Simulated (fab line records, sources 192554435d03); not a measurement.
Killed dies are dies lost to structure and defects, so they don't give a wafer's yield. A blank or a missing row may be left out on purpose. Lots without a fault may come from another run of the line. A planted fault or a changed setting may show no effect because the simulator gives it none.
fab line records | flow n5_finfet
record lots=9 wafers=27 last_day=18
route steps=1938 shown FIN_CUT@172 BEOL_M4@1111
lots that met no fault: from a run of the same line without faults
start_h: hours from the record's first day to the start of the lot's first wafer shown | wait_h: hours since the lot's step before | " the same as in the row above | L1.1+2: a row that stands for several wafers | - no value, or no start given | * or withheld: withheld | < > ~ a bound
route shown NAME@n: a module of which the file shows steps, and the number in the route of the first | usual: mean/standard deviation of fault-free wafers | same: alike in all rows | chamber/n: place in a boat | sites: the reading at each site | _std_site: their standard deviation | _edge_site: outer sites' mean less inner sites' | radius_mm: how far each site lies from the wafer's centre | mask NAME#n: copy n | behind: the tool/chamber that last shaped the wafer | hold: why the lot was held/for how many hours/how that ended | device: the transistor (n, p or np) that didn't switch | end of line: the same wafers' tests at the end of the route | a step without rows: its recipe alone | killed: dies lost to structure and defects at the first sort, not the wafer's yield | map: a wafer's dies, x killed, . not, _ none there
set.NAME: the setting as run; set.NAME@STEP: as run at that earlier step | model.NAME: the simulator's own value behind a step, which no gauge read
steps of the route over a sample of lots; a table a step, a row a wafer
services: from which hour (start_h, from the record's first day; less than 0 if before it) a tool's chamber was out of use, for how many hours, and why
## steps
# step N5_FIN_CUT_STRIP_24
# recipe chemistry=CF4 resist=SiARC power_w=300 bias_power_w=75 pressure_mtorr=50 cf4_flow_sccm=150 rf_frequency_hz=6e+07
# usual drypump_motor_current_A=5.7/0.38 oes_product_au=0.77/0.08 rf_vpp_V=271.2/1.4 showerhead_plenum_p_Torr=1.80/0.053 throttle_valve_pct=13.66/0.25
# columns lot.wafer tool chamber start_h wait_h drypump_motor_current_A oes_product_au rf_hours_counter_h rf_vpp_V showerhead_plenum_p_Torr throttle_valve_pct
L247.2 rie_diel-04 1 30.63 0.0 5.9 0.72 175 272.0 1.86 13.70
L247.3 " 0 " " 5.6 0.93 4 270.0 1.77 13.42
L247.6 " 2 " " 6.5 0.67 - 269.5 1.77 14.12
L252.2 rie_diel-04 2 57.93 0.0 6.5 0.67 258 269.9 1.77 14.12
L252.4 " 2 " " 6.5 0.67 - 272.5 1.77 14.13
L252.5 " 0 " " 5.6 0.89 - 270.3 1.77 13.47
L253.1 rie_diel-06 2 63.95 0.0 5.9 0.74 165 272.6 1.86 13.67
L253.3 " 1 " " 5.8 0.76 116 269.3 1.73 13.69
L253.5 " 2 " " 5.9 0.75 - 272.7 1.86 13.66
L255.3 rie_diel-05 2 75.84 0.0 5.1 0.92 17 271.9 1.83 13.37
L255.4 " 0 " " 6.0 0.74 166 272.6 1.86 13.96
L255.5 " 3 " " 5.7 0.86 - 269.5 1.76 13.28
L257.2 rie_diel-05 2 90.91 0.0 5.1 0.91 22 271.3 1.83 13.39
L257.5 " 1 " " 5.5 0.73 - 269.3 1.72 13.68
L257.6 " 2 " " 5.1 0.90 - 270.8 1.83 13.39
L264.1 rie_diel-06 3 130.37 0.0 5.2 0.76 147 271.8 1.87 13.45
L264.4 " 2 " " 5.9 0.72 185 273.3 1.86 13.72
L264.5 " 2 " " 5.9 0.72 - 272.2 1.86 13.71
L268.2 rie_diel-05 2 155.43 0.0 5.1 0.87 44 272.8 1.82 13.44
L268.4 " 0 " " 5.9 0.72 187 273.0 1.85 14.00
L268.6 " 2 " " 5.1 0.87 - 272.1 1.82 13.45
L269.1 rie_diel-05 3 160.00 0.0 5.6 0.83 80 269.9 1.75 13.35
L269.5 " 0 " " 6.0 0.72 - 272.3 1.85 14.00
L269.6 " 1 " " 5.5 0.71 - 270.4 1.72 13.71
L270.1 rie_diel-04 3 165.12 0.0 5.1 0.77 138 271.1 1.80 13.82
L270.3 " 1 " " 5.8 0.68 230 273.8 1.85 13.81
L270.5 " 0 " " 5.6 0.82 - 269.7 1.76 13.55
# step N5_FIN_CUT_CUT_ETCH_26
# recipe chemistry=CH3F/O2 target=SiNx target_depth_a=390 mask_material=SOC time_s=55.7 pressure_mtorr=30 source_w=395 bias_w=73 Ar_flow_sccm=150 CH3F_flow_sccm=30 O2_flow_sccm=20 ion_energy_ev=120
# usual CH3F_flow_sccm=29.99/0.09 drypump_motor_current_A=5.7/0.38 oes_product_au=0.78/0.086 rf_vpp_V=299/3.2 showerhead_plenum_p_Torr=2.01/0.066 throttle_valve_pct=16.42/0.24
# columns lot.wafer tool chamber start_h wait_h CH3F_flow_sccm drypump_motor_current_A oes_product_au rf_hours_counter_h rf_vpp_V showerhead_plenum_p_Torr throttle_valve_pct
L247.2 rie_diel-04 1 30.65 0.0 29.93 5.9 0.73 175 303 2.08 16.46
L247.3 " 0 " " 29.95 5.6 0.97 4 299 1.97 16.25
L247.6 " 2 " " 30.11 6.5 0.67 - 297 1.97 16.84
L252.2 rie_diel-04 2 57.95 0.0 30.06 6.6 0.67 258 295 1.96 16.84
L252.4 " 2 " " 30.09 6.5 0.66 - 296 1.96 16.84
L252.5 " 0 " " 29.97 5.6 0.93 - 300 1.96 16.29
L253.1 rie_diel-06 2 63.97 0.0 30.08 5.9 0.74 165 304 2.08 16.42
L253.3 " 1 " " 29.89 5.8 0.76 116 295 1.93 16.47
L253.5 " 2 " " 30.12 5.9 0.74 - 304 2.08 16.42
L255.3 rie_diel-05 2 75.86 0.0 29.95 5.1 0.93 17 296 2.04 16.18
L255.4 " 0 " " 29.92 6.0 0.74 166 300 2.08 16.72
L255.5 " 3 " " 29.92 5.6 0.88 - 296 1.94 15.98
L257.2 rie_diel-05 2 90.93 0.0 29.96 5.1 0.91 22 294 2.04 16.17
L257.5 " 1 " " 30.07 5.6 0.73 - 299 1.91 16.43
L257.6 " 2 " " 30.10 5.1 0.92 - 295 2.04 16.19
L264.1 rie_diel-06 3 130.39 0.0 30.11 5.2 0.77 147 302 2.09 16.20
L264.4 " 2 " " 30.06 5.9 0.72 185 303 2.07 16.45
L264.5 " 2 " " 30.18 5.9 0.73 - 303 2.08 16.46
L268.2 rie_diel-05 2 155.45 0.0 29.97 5.1 0.88 44 296 2.03 16.22
L268.4 " 0 " " 29.96 6.0 0.72 187 300 2.07 16.78
L268.6 " 2 " " 30.05 5.1 0.88 - 295 2.03 16.22
L269.1 rie_diel-05 3 160.02 0.0 30.10 5.6 0.83 80 296 1.93 16.06
L269.5 " 0 " " 29.96 6.0 0.71 - 298 2.07 16.79
L269.6 " 1 " " 29.89 5.5 0.70 - 299 1.91 16.47
L270.1 rie_diel-04 3 165.14 0.0 29.96 5.1 0.78 138 294 2.01 16.65
L270.3 " 1 " " 29.95 5.9 0.68 230 301 2.06 16.57
L270.5 " 0 " " 30.12 5.6 0.85 - 298 1.95 16.38
# step N5_FIN_CUT_CUT_ETCH_27
# recipe chemistry=CHF3/O2 target=SiO2 target_depth_a=40 mask_material=SOC overetch_a=20 time_s=4.9 pressure_mtorr=30 source_w=650 bias_w=170 Ar_flow_sccm=200 CHF3_flow_sccm=50 O2_flow_sccm=5 ion_energy_ev=200
# usual drypump_motor_current_A=5.7/0.38 oes_product_au=0.62/0.065 rf_vpp_V=526/5.6 showerhead_plenum_p_Torr=2.41/0.077 throttle_valve_pct=18.88/0.24
# columns lot.wafer tool chamber start_h wait_h drypump_motor_current_A oes_product_au rf_hours_counter_h rf_vpp_V showerhead_plenum_p_Torr throttle_valve_pct
L247.2 rie_diel-04 1 30.69 0.0 5.9 0.57 175 533 2.51 18.92
L247.3 " 0 " " 5.6 0.74 4 527 2.37 18.73
L247.6 " 2 " " 6.5 0.54 - 522 2.37 19.28
L252.2 rie_diel-04 2 57.99 0.0 6.5 0.53 258 520 2.37 19.30
L252.4 " 2 " " 6.6 0.53 - 521 2.37 19.29
L252.5 " 0 " " 5.6 0.71 - 526 2.36 18.76
L253.1 rie_diel-06 2 64.01 0.0 5.9 0.59 165 534 2.50 18.89
L253.3 " 1 " " 5.8 0.60 116 521 2.32 18.95
L253.5 " 2 " " 5.9 0.58 - 536 2.51 18.90
L255.3 rie_diel-05 2 75.91 0.0 5.1 0.74 17 521 2.46 18.67
L255.4 " 0 " " 6.0 0.59 166 527 2.50 19.21
L255.5 " 3 " " 5.7 0.69 - 520 2.34 18.45
L257.2 rie_diel-05 2 90.97 0.0 5.0 0.73 22 520 2.45 18.68
L257.5 " 1 " " 5.5 0.58 - 529 2.31 18.90
L257.6 " 2 " " 5.1 0.73 - 521 2.45 18.68
L264.1 rie_diel-06 3 130.44 0.0 5.2 0.61 147 532 2.51 18.65
L264.4 " 2 " " 5.9 0.58 185 535 2.50 18.91
L264.5 " 2 " " 5.9 0.58 - 535 2.50 18.92
L268.2 rie_diel-05 2 155.50 0.0 5.1 0.70 44 520 2.45 18.73
L268.4 " 0 " " 6.0 0.58 187 526 2.49 19.25
L268.6 " 2 " " 5.1 0.69 - 521 2.45 18.72
L269.1 rie_diel-05 3 160.07 0.0 5.6 0.66 80 521 2.33 18.51
L269.5 " 0 " " 6.0 0.58 - 528 2.49 19.25
L269.6 " 1 " " 5.5 0.57 - 529 2.30 18.95
L270.1 rie_diel-04 3 165.18 0.0 5.1 0.61 138 517 2.42 19.15
L270.3 " 1 " " 5.9 0.54 230 534 2.48 18.99
L270.5 " 0 " " 5.6 0.67 - 526 2.35 18.82
# step N5_FIN_CUT_PRECLEAN_35
# recipe time_s=13.3 temp_c=45 pressure_torr=125 p_hf_torr=3 p_coreactant_torr=25 chemistry=vHF
# usual drypump_motor_current_A=6.0/0.33 foreline_p_Torr=0.1280/0.00051 time_s=13.3/0
# columns lot.wafer tool chamber start_h wait_h drypump_motor_current_A foreline_p_Torr time_s
L247.2 vapor_etch-02 1 30.76 0.0 5.6 0.1283 13.3
L247.3 " 1 " " 5.6 0.1282 13.3
L247.6 " 0 " " 6.5 0.1282 13.3
L252.2 vapor_etch-02 0 58.06 0.0 6.5 0.1276 13.3
L252.4 " 1 " " 5.6 0.1287 13.3
L252.5 " 1 " " 5.6 0.1293 13.3
L253.1 vapor_etch-02 1 64.08 0.0 5.6 0.1280 13.3
L253.3 " 1 " " 5.6 0.1273 13.3
L253.5 " 0 " " 6.5 0.1288 13.3
L255.3 vapor_etch-02 1 76.00 0.1 5.6 0.1279 10.289
L255.4 " 0 " " 6.5 0.1292 10.289
L255.5 " 0 " " 6.4 0.1275 10.289
L257.2 vapor_etch-02 0 91.04 0.0 6.5 0.1272 10.289
L257.5 " 0 " " 6.5 0.1273 10.289
L257.6 " 1 " " 5.6 0.1292 10.289
L264.1 vapor_etch-01 1 130.86 0.4 5.9 0.1280 13.3
L264.4 " 0 " " 6.2 0.1278 13.3
L264.5 " 0 " " 6.3 0.1281 13.3
L268.2 vapor_etch-02 1 155.56 0.0 5.6 0.1279 13.3
L268.4 " 1 " " 5.6 0.1275 13.3
L268.6 " 0 " " 6.4 0.1282 13.3
L269.1 vapor_etch-01 0 160.14 0.0 6.3 0.1284 13.3
L269.5 " 0 " " 6.3 0.1280 13.3
L269.6 " 1 " " 5.9 0.1278 13.3
L270.1 vapor_etch-02 0 165.25 0.0 6.4 0.1283 13.3
L270.3 " 1 " " 5.6 0.1273 13.3
L270.5 " 1 " " 5.6 0.1293 13.3
# step N5_BEOL_M4_RC_MEAS_101
# usual DIBL_N=36.4/1.2 DIBL_P=36.1/1.6 IOFF_N=0.156/0.024 IOFF_P=0.21/0.031 ION_N=674/11 ION_P=463/6.9 SS_N=71.5/0.5 SS_P=73.2/0.55 VT_N=250.0/2.9 VT_P=-250/3.6
# columns lot.wafer tool chamber start_h wait_h DIBL_N[mV/V] DIBL_P[mV/V] IOFF_N[nA/um] IOFF_P[nA/um] ION_N[uA/um] ION_P[uA/um] SS_N[mV/dec] SS_P[mV/dec] VT_N[mV] VT_P[mV]
L247.2 prober-02 0 166.60 0.2 37.7 38.4 0.178 0.22 671 462 72.2 73.5 250.2 -250
L247.3 " 0 " " 35.5 36.8 0.155 0.20 675 464 71.2 72.9 251.4 -251
L247.6 " 0 " " 36.2 37.6 0.157 0.20 679 464 70.8 72.7 250.2 -252
L253.1 prober-01 0 191.95 0.0 36.8 35.8 0.182 0.28 676 470 71.2 73.6 250.4 -245
L253.3 " 0 " " 38.0 36.4 0.195 0.28 683 467 72.1 74.5 247.6 -242
L253.5 " 0 " " 37.1 36.3 0.185 0.29 681 471 71.8 73.5 247.4 -243
L252.2 prober-01 0 193.78 0.2 35.2 34.7 0.133 0.20 668 468 71.4 73.0 250.7 -249
L252.4 " 0 " " 35.9 36.4 0.144 0.22 671 468 72.3 73.8 251.6 -246
L252.5 " 0 " " 35.2 34.3 0.134 0.20 665 461 71.2 72.9 253.1 -250
L255.3 prober-02 0 203.22 0.3 38.4 38.1 0.182 0.22 684 467 71.4 73.2 248.8 -250
L255.4 " 0 " " 37.3 38.3 0.173 0.21 677 461 72.0 72.5 247.9 -248
L255.5 " 0 " " 37.4 37.4 0.163 0.19 683 466 71.9 73.1 249.7 -249
L257.2 prober-02 0 226.14 0.3 36.3 35.8 0.159 0.21 687 467 71.9 73.7 249.2 -251
L257.5 " 0 " " 36.3 35.8 0.161 0.21 685 472 71.1 74.1 248.0 -251
L257.6 " 0 " " 36.1 35.7 0.152 0.21 668 458 70.8 73.5 249.3 -250
L264.1 prober-01 0 257.99 0.0 35.7 34.8 0.138 0.19 668 461 70.4 73.1 249.6 -249
L264.4 " 0 " " 35.9 35.4 0.143 0.21 668 461 71.3 72.7 248.5 -250
L264.5 " 0 " " 36.2 35.9 0.145 0.21 669 466 71.4 72.7 249.6 -248
L268.2 prober-02 0 300.99 0.2 37.2 36.8 0.152 0.20 674 464 71.7 72.6 251.9 -254
L268.4 " 0 " " 35.7 34.9 0.127 0.18 669 462 71.3 72.5 253.1 -254
L268.6 " 0 " " 36.0 34.9 0.134 0.18 681 464 71.2 72.6 253.8 -255
L269.1 prober-02 0 314.63 0.0 37.1 37.7 0.179 0.23 668 464 71.8 74.1 247.6 -249
L269.5 " 0 " " 36.2 36.1 0.154 0.20 657 455 71.2 73.4 252.0 -253
L269.6 " 0 " " 36.1 36.2 0.154 0.20 670 460 71.6 73.5 250.1 -253
L270.1 prober-01 0 314.74 0.0 35.8 35.8 0.156 0.19 678 464 71.4 73.8 248.1 -253
L270.3 " 0 " " 35.0 34.4 0.141 0.17 674 452 72.0 73.3 251.6 -255
L270.5 " 0 " " 35.1 34.8 0.140 0.17 681 464 71.5 72.8 248.5 -254
## services
# columns tool chamber start_h hours kind
rie_diel-04 - 11.16 2.8 pm
rie_diel-04 0 14.81 8.2 repair
vapor_etch-02 - 16.91 0.3 repair
vapor_etch-01 - 18.91 2.8 pm
rie_diel-04 3 21.27 132.0 repair
rie_diel-06 - 58.10 2.8 pm
rie_diel-06 3 81.36 10.5 repair
rie_diel-04 0 85.45 2.4 repair
rie_diel-05 0 105.22 2.4 repair
rie_diel-05 0 149.24 2.4 repair
rie_diel-04 0 150.26 5.2 repair
rie_diel-04 2 155.76 - clean
rie_diel-04 2 155.76 - consumable_replace:esc
rie_diel-04 2 155.76 - consumable_replace:focus_ring
rie_diel-04 2 155.76 18.5 scheduled_down
rie_diel-04 2 155.76 18.5 vent_cycle
## key
first_sign step=N5_FIN_CUT_PRECLEAN_35 reading=time_s direction=down sigmas=99+ usual=* struck=*
effect none on later readings
met_at N5_FIN_CUT_PRECLEAN_35
struck_lots L255,L257
not_acting_at N5_FIN_CUT_STRIP_24,N5_FIN_CUT_CUT_ETCH_26,N5_FIN_CUT_CUT_ETCH_27
onset_between 64.08 76.00
fault kind=process_parameter_drift tool=vapor_etch-02 chamber=- onset_h=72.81 steps=N5_FIN_CUT_PRECLEAN_35 channel=time_s offset=* shape=step end_h=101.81 stated=*
